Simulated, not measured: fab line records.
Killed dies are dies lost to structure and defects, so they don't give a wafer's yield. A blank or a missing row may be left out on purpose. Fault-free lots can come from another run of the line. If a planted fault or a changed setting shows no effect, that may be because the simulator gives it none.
Which tool did it?	flow nand_harc	36 wafers sampled from 12 lots at 1 step of a route of 1159

== WHAT THE GAUGES READ, wafer by wafer ==
NHARC_A_ONON_D1_THK_MEAS_27: measures by ellipsometry.
lot	measured	on	thk_nm (nm)
L077	day 8 14:13	film_metro-01	982 983 981
L076	day 8 14:14	film_metro-01	998 999 999
L078	day 9 01:45	film_metro-02	1005 1004 1004
L081	day 9 09:35	film_metro-01	995 994 994
L083	day 10 00:49	film_metro-01	996 996 997
L085	day 10 22:49	film_metro-02	986 985 987
L088	day 11 10:47	film_metro-01	1001 1002 1000
L089	day 11 18:43	film_metro-02	993 993 994
L092	day 12 01:44	film_metro-02	984 984 985
L094	day 12 12:58	film_metro-02	987 986 987
L095	day 13 04:23	film_metro-02	993 995 994
L096	day 13 19:04	film_metro-02	990 991 990

== TOOL THAT RAN EACH LOT (tool first, then ch and the chambers of the sampled wafers, then the start) ==
There is no process step in the record ahead of these readings.

== THE ANSWER, worked out from the rows above alone ==
Rule: usual is defined by the lots themselves. The widest of any qualifying gaps counts: lots, ordered by their means at a reading, are off when they make up no more than a third of the lots, leave a main group of 4 or more, and stand apart from it by 3 or more times the standard deviation of that group's means. The tables above print the reading to a certain number of digits; a main group whose means all agree to those digits is not used. Also off: a lot with no number at a reading for which 4 or more lots have one. The other lots that the step has rows for count as sound.
No lot is off at any reading shown: from this, nothing can be told.

== WHAT HAD BEEN PUT IN BY THE SIMULATOR ==
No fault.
